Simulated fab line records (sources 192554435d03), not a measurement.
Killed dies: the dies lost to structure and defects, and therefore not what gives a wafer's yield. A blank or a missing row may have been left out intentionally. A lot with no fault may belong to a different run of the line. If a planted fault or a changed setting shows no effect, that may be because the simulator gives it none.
fab line records	flow n5-finfet	part 1 of 2: steps 1 to 18 of 28
record: lots: 5	wafers: 15	last-day: 18
route steps=1938 shown BEOL_M10@1508
lots that met no fault: from a run of the same line without faults
start-h: the number of hours between the record's first day and the start of the first shown wafer of the lot	wait-h: hours from the lot's prior step to this one	" same as the row above	L1.1+2: a single row standing in for several wafers	- no value present, or no start provided	* or withheld: withheld	< > ~ a bound
route shown NAME@n: a module of which the file shows steps, and the number in the route of the first	usual: average and standard deviation across the fault-free wafers	same: alike in all rows	chamber/n: place in a boat	sites: per-site readings	_std_site: the values' standard deviation	_edge_site: mean of outer sites minus mean of inner sites	radius-mm: for every site, how far away it sits from the centre of the wafer	mask NAME#n: copy n	behind: the last tool/chamber to shape the wafer	hold: why the lot went on hold/how many hours it stayed there/how the hold came to an end	device: which transistor (n, p or np) failed to switch	end of line: tests run on the same wafers once the route is complete	step lacking rows: just its recipe	killed: at the first sort, the dies lost to defects and structure; wafer yield is something else	map: a wafer's dies, x killed, . not, _ none there
set.NAME: the setting that was run; set.NAME@STEP: the one run at that earlier step	model.NAME: the simulator's own value behind a step, which no gauge read
a table for each step, a row for each wafer; lots at some steps of the route
services: the hour from which a tool's chamber was out of use, counted from the record's first day as start-h (under 0 if before that day), plus the number of hours and why
== steps ==
step: N5_BEOL_M10_STRIP_69
recipe: chemistry: N2/H2	temp-c: 40	n2-flow-sccm: 200	h2-flow-sccm: 200	rf-frequency-hz: 6e+07
lot.wafer	tool	chamber	start-h	wait-h
L078.1+4+5	rie-diel-03	1,0,0	284.01	0.1
L086.4+5+6	rie-diel-02	0,1,2	326.47	0.0
L088.2+3+6	rie-diel-05	1,2,3	342.13	0.1
L093.1+3+5	rie-diel-03	2,1,0	363.89	0.1
L097.1+3+5	rie-diel-03	3,1,3	374.44	0.1
step: N5_BEOL_M10_VIA_ETCH_34
recipe: chemistry: C4F6/O2	target: SiCOH_lowk	target-depth-a: 1845	mask-material: SOC	taper-deg: 4	time-s: 69.2	ion-energy-ev: 250	pressure-mtorr: 30	source-w: 345	bias-w: 185	Ar_flow_sccm: 300	C4F6_flow_sccm: 10	O2_flow_sccm: 10
usual: O2_flow_sccm: 10.00/0.031	chamber-pressure-mTorr: 30.002/0.025	drypump-motor-current-A: 5.7/0.4	oes_ar_750_au: 0.80/0.072	oes-product-au: 0.81/0.078	rf-vpp-V: 672/19	showerhead-plenum-p-Torr: 2.87/0.079	throttle-valve-pct: 20.91/0.22
lot.wafer	tool	chamber	start-h	wait-h	O2_flow_sccm	chamber-pressure-mTorr	drypump-motor-current-A	oes_ar_750_au	oes-product-au	rf-hours-counter-h	rf-vpp-V	showerhead-plenum-p-Torr	throttle-valve-pct
L078.1	rie-diel-03	1	284.02	0.0	9.99	30.004	5.5	0.90	0.92	16	687	2.91	20.91
L078.4	"	0	"	"	10.01	29.996	5.5	0.68	0.69	215	716	2.84	21.27
L078.5	"	0	"	"	9.95	30.025	5.5	0.68	0.70	-	715	2.84	21.27
L086.4	rie-diel-02	0	326.50	0.0	9.96	30.016	6.3	0.81	0.83	-	673	2.95	20.67
L086.5	"	1	"	"	10.00	29.974	5.4	0.81	0.82	-	665	2.85	20.61
L086.6	"	2	"	"	9.97	29.988	5.5	0.76	0.77	-	650	2.94	20.90
L088.2	rie-diel-05	1	342.14	0.0	10.02	30.018	5.9	0.79	0.80	110	670	2.74	20.86
L088.3	"	2	"	"	9.98	29.989	6.6	0.79	0.80	104	663	2.76	21.13
L088.6	"	3	"	"	10.03	29.991	5.4	0.93	0.98	-	702	2.94	20.90
L093.1	rie-diel-03	2	363.90	0.0	10.00	30.028	5.2	0.82	0.81	85	646	2.88	20.74
L093.3	"	1	"	"	10.05	30.000	5.4	0.83	0.86	45	686	2.90	20.95
L093.5	"	0	"	"	9.98	29.985	5.5	0.66	0.68	-	716	2.82	21.30
L097.1	rie-diel-03	3	374.45	0.0	10.05	30.013	5.9	0.81	0.82	73	683	2.89	21.14
L097.3	"	1	"	"	9.95	29.977	5.4	0.83	0.85	49	687	2.90	20.94
L097.5	"	3	"	"	10.01	30.057	5.9	0.81	0.82	-	684	2.89	21.12
step: N5_BEOL_M10_STRIP_73
recipe: chemistry: C4F6/O2	resist: SiARC	rf-frequency-hz: 6e+07
lot.wafer	tool	chamber	start-h	wait-h
L078.1+4+5	rie-diel-03	1,0,0	284.07	0.0
L086.4+5+6	rie-diel-02	0,1,2	326.53	0.0
L088.2+3+6	rie-diel-05	1,2,3	342.19	0.0
L093.1+3+5	rie-diel-03	2,1,0	363.95	0.0
L097.1+3+5	rie-diel-03	3,1,3	374.50	0.0
step: N5_BEOL_M10_STRIP_36
recipe: chemistry: N2/H2	power-w: 450	temp-c: 40	pressure-mtorr: 20	rf-frequency-hz: 6e+07	overash-fraction: 0.3	bias-power-w: 7	h2-frac: 0.5	n2-flow-sccm: 200	h2-flow-sccm: 200
usual: chamber-pressure-mTorr: 20.00/0.039	drypump-motor-current-A: 5.7/0.4	oes-product-au: 0.81/0.083	rf-vpp-V: 59.3/1.9	showerhead-plenum-p-Torr: 2.56/0.08	throttle-valve-pct: 23.70/0.29
lot.wafer	tool	chamber	start-h	wait-h	chamber-pressure-mTorr	drypump-motor-current-A	oes-product-au	rf-hours-counter-h	rf-vpp-V	showerhead-plenum-p-Torr	throttle-valve-pct
L078.1	rie-diel-03	1	284.08	0.0	20.06	5.4	0.94	16	59.7	2.60	23.71
L078.4	"	0	"	"	20.04	5.5	0.69	215	58.7	2.50	23.94
L078.5	"	0	"	"	20.01	5.5	0.70	-	56.8	2.50	23.95
L086.4	rie-diel-02	0	326.56	0.0	19.92	6.2	0.82	-	58.5	2.65	23.27
L086.5	"	1	"	"	20.02	5.4	0.80	-	59.5	2.56	23.62
L086.6	"	2	"	"	19.98	5.5	0.76	-	61.9	2.64	23.83
L088.2	rie-diel-05	1	342.20	0.0	20.03	5.9	0.79	110	54.3	2.44	23.75
L088.3	"	2	"	"	19.99	6.6	0.82	104	57.4	2.45	23.81
L088.6	"	3	"	"	19.98	5.4	1.01	-	56.5	2.62	23.41
L093.1	rie-diel-03	2	363.96	0.0	20.05	5.2	0.81	85	54.5	2.57	23.25
L093.3	"	1	"	"	20.01	5.5	0.88	45	57.2	2.59	23.76
L093.5	"	0	"	"	20.06	5.5	0.68	-	57.3	2.49	24.00
L097.1	rie-diel-03	3	374.51	0.0	19.99	5.9	0.84	73	60.4	2.57	23.77
L097.3	"	1	"	"	19.99	5.4	0.88	49	57.6	2.59	23.72
L097.5	"	3	"	"	20.01	5.9	0.85	-	62.6	2.57	23.77
step: N5_BEOL_M10_TRENCH_ETCH_37
recipe: chemistry: C4F6/O2	target-depth-a: 1488.3	target: SiCOH_lowk	time-s: 48	ion-energy-ev: 250	pressure-mtorr: 30	source-w: 345	bias-w: 185	Ar_flow_sccm: 300	C4F6_flow_sccm: 10	O2_flow_sccm: 10
usual: O2_flow_sccm: 9.999/0.029	chamber-pressure-mTorr: 29.996/0.025	drypump-motor-current-A: 5.7/0.4	oes_ar_750_au: 0.80/0.072	oes-product-au: 0.81/0.079	rf-vpp-V: 672/19	showerhead-plenum-p-Torr: 2.87/0.079	throttle-valve-pct: 20.93/0.22
lot.wafer	tool	chamber	start-h	wait-h	O2_flow_sccm	chamber-pressure-mTorr	drypump-motor-current-A	oes_ar_750_au	oes-product-au	rf-hours-counter-h	rf-vpp-V	showerhead-plenum-p-Torr	throttle-valve-pct
L078.1	rie-diel-03	1	-	-	10.005	30.007	5.5	0.89	0.92	16	689	2.91	20.91
L078.4	"	0	"	"	9.937	29.994	5.5	0.68	0.68	215	716	2.84	21.28
L078.5	"	0	"	"	9.957	29.979	5.5	0.68	0.68	-	716	2.84	21.30
L086.4	rie-diel-02	0	-	-	10.044	30.025	6.2	0.81	0.82	-	672	2.95	20.70
L086.5	"	1	"	"	10.020	30.003	5.4	0.82	0.80	-	665	2.85	20.63
L086.6	"	2	"	"	9.962	30.082	5.5	0.76	0.77	-	647	2.94	20.91
L088.2	rie-diel-05	1	-	-	10.003	29.997	5.9	0.79	0.80	110	670	2.74	20.90
L088.3	"	2	"	"	10.028	29.979	6.6	0.79	0.81	104	661	2.76	21.14
L088.6	"	3	"	"	10.012	29.953	5.4	0.92	0.98	-	702	2.94	20.95
L093.1	rie-diel-03	2	-	-	9.991	30.020	5.2	0.81	0.82	85	648	2.88	20.76
L093.3	"	1	"	"	9.965	30.003	5.4	0.84	0.87	45	686	2.90	20.97
L093.5	"	0	"	"	10.020	30.004	5.5	0.66	0.68	-	716	2.82	21.33
L097.1	rie-diel-03	3	-	-	10.010	30.000	5.9	0.80	0.81	73	683	2.89	21.14
L097.3	"	1	"	"	10.011	29.975	5.5	0.83	0.85	49	687	2.90	20.98
L097.5	"	3	"	"	10.041	30.023	5.9	0.80	0.81	-	684	2.89	21.16
step: N5_BEOL_M10_ETCH_41
recipe: chemistry: CH3F/O2	target: SiCN	target-depth-a: 426	taper-deg: 2	time-s: 86	ion-energy-ev: 120	mask-material: TiN	pressure-mtorr: 30	source-w: 395	bias-w: 75	Ar_flow_sccm: 150	CH3F_flow_sccm: 30	O2_flow_sccm: 20
usual: O2_flow_sccm: 20.00/0.058	chamber-pressure-mTorr: 30.002/0.028	drypump-motor-current-A: 5.7/0.4	oes-product-au: 0.81/0.078	rf-vpp-V: 297.6/1.4	showerhead-plenum-p-Torr: 2.02/0.059	throttle-valve-pct: 16.32/0.2
lot.wafer	tool	chamber	start-h	wait-h	O2_flow_sccm	chamber-pressure-mTorr	drypump-motor-current-A	oes-product-au	rf-hours-counter-h	rf-vpp-V	showerhead-plenum-p-Torr	throttle-valve-pct
L078.1	rie-diel-03	1	-	-	20.09	29.982	5.4	0.92	16	296.6	2.05	16.27
L078.4	"	0	"	"	19.96	29.937	5.5	0.69	215	296.4	1.99	16.65
L078.5	"	0	"	"	19.96	30.012	5.5	0.69	-	298.1	1.99	16.64
L086.4	rie-diel-02	0	-	-	20.01	30.020	6.3	0.83	-	300.0	2.08	16.18
L086.5	"	1	"	"	20.09	29.991	5.4	0.81	-	298.2	2.01	16.03
L086.6	"	2	"	"	20.01	29.972	5.5	0.77	-	298.4	2.07	16.34
L088.2	rie-diel-05	1	-	-	20.00	30.024	5.9	0.79	110	296.8	1.92	16.32
L088.3	"	2	"	"	20.01	30.021	6.6	0.79	104	297.6	1.93	16.49
L088.6	"	3	"	"	19.97	29.981	5.4	0.97	-	298.3	2.07	16.23
L093.1	rie-diel-03	2	-	-	20.11	30.026	5.2	0.81	85	297.2	2.03	16.19
L093.3	"	1	"	"	20.06	29.994	5.4	0.85	45	297.2	2.04	16.33
L093.5	"	0	"	"	19.93	29.946	5.5	0.67	-	297.7	1.98	16.70
L097.1	rie-diel-03	3	-	-	20.02	29.995	5.9	0.82	73	297.1	2.03	16.46
L097.3	"	1	"	"	20.00	29.986	5.4	0.85	49	297.6	2.04	16.31
L097.5	"	3	"	"	20.06	30.017	5.9	0.83	-	298.5	2.03	16.45
step: N5_BEOL_M10_STRIP_77
recipe: chemistry: N2/H2	time-s: 10	power-w: 450	temp-c: 40	pressure-mtorr: 20	rf-frequency-hz: 6e+07	bias-power-w: 7	n2-flow-sccm: 200	h2-flow-sccm: 200
usual: chamber-pressure-mTorr: 19.998/0.019	drypump-motor-current-A: 5.7/0.4	oes-product-au: 0.81/0.083	rf-vpp-V: 59.2/0.79	showerhead-plenum-p-Torr: 2.56/0.08	throttle-valve-pct: 23.70/0.29
lot.wafer	tool	chamber	start-h	wait-h	chamber-pressure-mTorr	drypump-motor-current-A	oes-product-au	rf-hours-counter-h	rf-vpp-V	showerhead-plenum-p-Torr	throttle-valve-pct
L078.1	rie-diel-03	1	-	-	20.025	5.5	0.95	16	61.0	2.60	23.68
L078.4	"	0	"	"	19.975	5.5	0.69	215	59.0	2.50	23.97
L078.5	"	0	"	"	20.029	5.5	0.69	-	57.4	2.50	23.96
L086.4	rie-diel-02	0	-	-	20.004	6.3	0.82	-	59.1	2.65	23.26
L086.5	"	1	"	"	20.005	5.3	0.81	-	59.7	2.56	23.63
L086.6	"	2	"	"	19.992	5.5	0.76	-	60.3	2.64	23.83
L088.2	rie-diel-05	1	-	-	19.969	5.9	0.78	110	59.3	2.44	23.74
L088.3	"	2	"	"	19.978	6.6	0.81	104	58.4	2.45	23.80
L088.6	"	3	"	"	20.018	5.4	1.00	-	60.0	2.62	23.42
L093.1	rie-diel-03	2	-	-	19.998	5.2	0.81	85	58.6	2.57	23.26
L093.3	"	1	"	"	19.997	5.4	0.87	45	58.3	2.59	23.72
L093.5	"	0	"	"	19.997	5.5	0.67	-	59.2	2.49	24.00
L097.1	rie-diel-03	3	-	-	19.985	5.9	0.84	73	60.1	2.57	23.79
L097.3	"	1	"	"	20.016	5.5	0.87	49	60.3	2.59	23.75
L097.5	"	3	"	"	19.980	5.9	0.83	-	59.3	2.57	23.78
step: N5_BEOL_M10_OCD_MEAS_38
usual: trench-depth-nm: 150/3.1
lot.wafer	tool	chamber	start-h	wait-h	trench-depth-nm
L078.1	ocd-01	-	284.30	-	148
L078.4	"	-	"	"	145
L078.5	"	-	"	"	147
L086.4	ocd-02	-	326.76	-	153
L086.5	"	-	"	"	153
L086.6	"	-	"	"	154
L088.2	ocd-01	-	342.42	-	153
L088.3	"	-	"	"	152
L088.6	"	-	"	"	154
L093.1	ocd-01	-	364.18	-	152
L093.3	"	-	"	"	149
L093.5	"	-	"	"	150
L097.1	ocd-02	-	374.73	-	146
L097.3	"	-	"	"	146
L097.5	"	-	"	"	146
step: N5_BEOL_M10_HM_STRIP_39
recipe: chemistry: peroxide-tin-strip	material: TiN	target-depth-a: 250	temp-c: 50	time-s: 158
usual: bath-guard-temp-C: 50.3/0.52
lot.wafer	tool	chamber	start-h	wait-h	bath-guard-temp-C
L078.1	wet-bench-05	3	284.33	0.0	51.1
L078.4	"	7	"	"	50.6
L078.5	"	4	"	"	50.9
L086.4	wet-bench-05	3	326.79	0.0	50.8
L086.5	"	2	"	"	50.9
L086.6	"	7	"	"	50.6
L088.2	wet-bench-04	7	342.46	0.0	50.1
L088.3	"	3	"	"	49.9
L088.6	"	0	"	"	50.8
L093.1	wet-bench-04	2	364.24	0.1	49.9
L093.3	"	7	"	"	49.7
L093.5	"	0	"	"	50.3
L097.1	wet-bench-06	1	374.77	0.0	50.9
L097.3	"	5	"	"	49.8
L097.5	"	6	"	"	50.5
step: N5_BEOL_M10_SRD_40
recipe: time-s: 30	temp-c: 23	rinse-liquid: diw	dry: ipa-marangoni
usual: do-supply-ppb: 10.01/0.094
lot.wafer	tool	chamber	start-h	wait-h	do-supply-ppb
L078.1	wet-bench-05	3	284.38	0.0	9.92
L078.4	"	7	"	"	9.73
L078.5	"	4	"	"	9.88
L086.4	wet-bench-05	3	326.84	0.0	9.92
L086.5	"	2	"	"	10.08
L086.6	"	7	"	"	10.12
L088.2	wet-bench-04	7	342.50	0.0	9.95
L088.3	"	3	"	"	9.88
L088.6	"	0	"	"	9.94
L093.1	wet-bench-04	2	364.29	0.0	10.19
L093.3	"	7	"	"	9.97
L093.5	"	0	"	"	10.07
L097.1	wet-bench-06	1	374.82	0.0	9.95
L097.3	"	5	"	"	10.06
L097.5	"	6	"	"	9.92
step: N5_BEOL_M10_PRECLEAN_42
recipe: chemistry: residue-remover	time-s: 60	temp-c: 40
usual: bath-guard-temp-C: 40.3/0.53
lot.wafer	tool	chamber	start-h	wait-h	bath-guard-temp-C
L078.1	wet-bench-05	3	284.40	0.0	40.5
L078.4	"	7	"	"	40.6
L078.5	"	4	"	"	41.3
L086.4	wet-bench-05	3	326.86	0.0	41.1
L086.5	"	2	"	"	40.9
L086.6	"	7	"	"	40.6
L088.2	wet-bench-04	7	342.52	0.0	39.7
L088.3	"	3	"	"	40.2
L088.6	"	0	"	"	40.2
L093.1	wet-bench-04	2	364.30	0.0	39.7
L093.3	"	7	"	"	39.9
L093.5	"	0	"	"	40.3
L097.1	wet-bench-06	1	374.84	0.0	40.7
L097.3	"	5	"	"	39.6
L097.5	"	6	"	"	40.7
step: N5_BEOL_M10_SRD_43
recipe: time-s: 30	temp-c: 23	rinse-liquid: diw	dry: ipa-marangoni
usual: do-supply-ppb: 10.00/0.093
lot.wafer	tool	chamber	start-h	wait-h	do-supply-ppb
L078.1	wet-bench-05	3	284.41	0.0	10.05
L078.4	"	7	"	"	10.07
L078.5	"	4	"	"	9.98
L086.4	wet-bench-05	3	326.87	0.0	9.89
L086.5	"	2	"	"	9.98
L086.6	"	7	"	"	9.93
L088.2	wet-bench-04	7	342.54	0.0	9.86
L088.3	"	3	"	"	9.86
L088.6	"	0	"	"	10.06
L093.1	wet-bench-04	2	364.32	0.0	9.94
L093.3	"	7	"	"	10.13
L093.5	"	0	"	"	9.86
L097.1	wet-bench-06	1	374.85	0.0	9.81
L097.3	"	5	"	"	9.94
L097.5	"	6	"	"	9.94
step: N5_BEOL_M10_CD_MEAS_35
recipe: target-cd-nm: 70	polarity: opening
usual: cd-nm: 70.2/0.95
lot.wafer	tool	chamber	start-h	wait-h	cd-nm
L078.1	cd-sem-03	-	284.45	0.0	69.3
L078.4	"	-	"	"	71.5
L078.5	"	-	"	"	69.5
L086.4	cd-sem-02	-	326.92	0.0	70.6
L086.5	"	-	"	"	71.7
L086.6	"	-	"	"	70.5
L088.2	cd-sem-01	-	342.58	0.0	70.9
L088.3	"	-	"	"	69.5
L088.6	"	-	"	"	70.8
L093.1	cd-sem-03	-	364.36	0.0	70.8
L093.3	"	-	"	"	69.6
L093.5	"	-	"	"	69.7
L097.1	cd-sem-03	-	374.90	0.0	70.5
L097.3	"	-	"	"	69.8
L097.5	"	-	"	"	67.7
step: N5_BEOL_M10_CURE_72
recipe: temp-c: 370	time-s: 120	ambient: DMADMS/He	material: SiCOH_lowk
usual: lamp-power-pct: 52.32/0.054	wafer_temp_C_max: 371.6/0.44
lot.wafer	tool	chamber	start-h	wait-h	lamp-power-pct	wafer_temp_C_max
L078.1	uv-cure-02	2	284.50	0.0	52.33	372.1
L078.4	"	2	"	"	52.36	371.9
L078.5	"	2	"	"	52.34	371.8
L086.4	uv-cure-02	2	327.11	0.2	52.25	372.3
L086.5	"	2	"	"	52.26	372.0
L086.6	"	2	"	"	52.29	372.1
L088.2	uv-cure-02	0	342.70	0.1	52.35	371.9
L088.3	"	0	"	"	52.30	371.6
L088.6	"	0	"	"	52.28	371.5
L093.1	uv-cure-02	1	364.40	0.0	52.23	371.2
L093.3	"	1	"	"	52.32	371.0
L093.5	"	1	"	"	52.31	371.2
L097.1	uv-cure-01	1	374.94	0.0	52.20	371.4
L097.3	"	1	"	"	52.28	371.7
L097.5	"	1	"	"	52.14	371.9
step: N5_BEOL_M10_DEGAS_44
recipe: ambient: vacuum	temp-c: 250	time-s: 60
usual: heater-power-w: 325/18
lot.wafer	tool	chamber	start-h	wait-h	heater-power-w
L078.1	pvd-sputter-02	-	287.08	2.4	283
L078.4	"	-	"	"	315
L078.5	"	-	"	"	282
L086.4	pvd-sputter-01	-	327.42	0.3	322
L086.5	"	-	"	"	334
L086.6	"	-	"	"	348
L088.2	pvd-sputter-03	-	343.12	0.4	354
L088.3	"	-	"	"	337
L088.6	"	-	"	"	316
L093.1	pvd-sputter-03	-	364.81	0.4	342
L093.3	"	-	"	"	336
L093.5	"	-	"	"	324
L097.1	pvd-sputter-02	-	375.27	0.3	318
L097.3	"	-	"	"	285
L097.5	"	-	"	"	308
step: N5_BEOL_M10_PRE_CLEAN_45
recipe: gas: H2/He	time-s: 30	temp-c: 250
usual: heater-power-w: 325/18
lot.wafer	tool	chamber	start-h	wait-h	heater-power-w
L078.1	pvd-sputter-02	-	287.12	0.0	281
L078.4	"	-	"	"	308
L078.5	"	-	"	"	287
L086.4	pvd-sputter-01	-	327.46	0.0	325
L086.5	"	-	"	"	329
L086.6	"	-	"	"	354
L088.2	pvd-sputter-03	-	343.16	0.0	346
L088.3	"	-	"	"	336
L088.6	"	-	"	"	321
L093.1	pvd-sputter-03	-	364.85	0.0	348
L093.3	"	-	"	"	341
L093.5	"	-	"	"	323
L097.1	pvd-sputter-02	-	375.31	0.0	309
L097.3	"	-	"	"	291
L097.5	"	-	"	"	315
step: N5_BEOL_M10_ALD_74
recipe: material: TaN	target-thk-a: 20	temp-c: 275	ald-precursor-family: PDMAT	ald-co-reactant: NH3	pressure-torr: 3	carrier-flow-sccm: 1500	pulse-time-s: 2	purge-time-s: 3	co-reactant-purge-time-s: 2	co-reactant-pulse-time-s: 3	ald-cycles: 40	precursor-vessel-temp-c: 75	precursor-vessel-pressure-torr: 26.25	precursor-vessel-carrier-sccm: 1000
usual: chamber-pressure-Torr: 2.998/0.0066	heater-power-outer-w: 248/25	heater-power-w: 434/27
lot.wafer	tool	chamber	start-h	wait-h	chamber-pressure-Torr	heater-power-outer-w	heater-power-w
L078.1	ald-metal-03	0	287.30	0.2	2.992	282	468
L078.4	"	2	"	"	3.004	226	411
L078.5	"	2	"	"	2.992	218	407
L086.4	ald-metal-03	0	327.52	0.0	2.987	276	448
L086.5	"	0	"	"	3.008	273	457
L086.6	"	1	"	"	2.997	231	409
L088.2	ald-metal-01	2	343.22	0.0	3.012	219	411
L088.3	"	3	"	"	3.007	220	420
L088.6	"	3	"	"	3.012	224	403
L093.1	ald-metal-03	2	364.96	0.1	3.005	223	402
L093.3	"	1	"	"	3.011	232	408
L093.5	"	0	"	"	2.986	281	456
L097.1	ald-metal-03	2	375.37	0.0	2.998	217	415
L097.3	"	0	"	"	3.010	281	452
L097.5	"	0	"	"	3.017	277	460
step: N5_BEOL_M10_SURFACE_TREAT_76
recipe: gas: Ar	time-s: *	ion-energy-ev: *	ion-current-ma-cm2: 0.5	pressure-mtorr: *	ar-flow-sccm: 30
usual: throttle-valve-pct: *
lot.wafer	tool	chamber	start-h	wait-h	throttle-valve-pct
L078.1	pvd-sputter-02	-	287.62	0.2	*
L078.4	"	-	"	"	*
L078.5	"	-	"	"	*
L086.4	pvd-sputter-02	-	327.81	0.2	*
L086.5	"	-	"	"	*
L086.6	"	-	"	"	*
L088.2	pvd-sputter-03	-	343.60	0.2	*
L088.3	"	-	"	"	*
L088.6	"	-	"	"	*
L093.1	pvd-sputter-02	-	365.29	0.2	*
L093.3	"	-	"	"	*
L093.5	"	-	"	"	*
L097.1	pvd-sputter-03	-	375.66	0.2	*
L097.3	"	-	"	"	*
L097.5	"	-	"	"	*
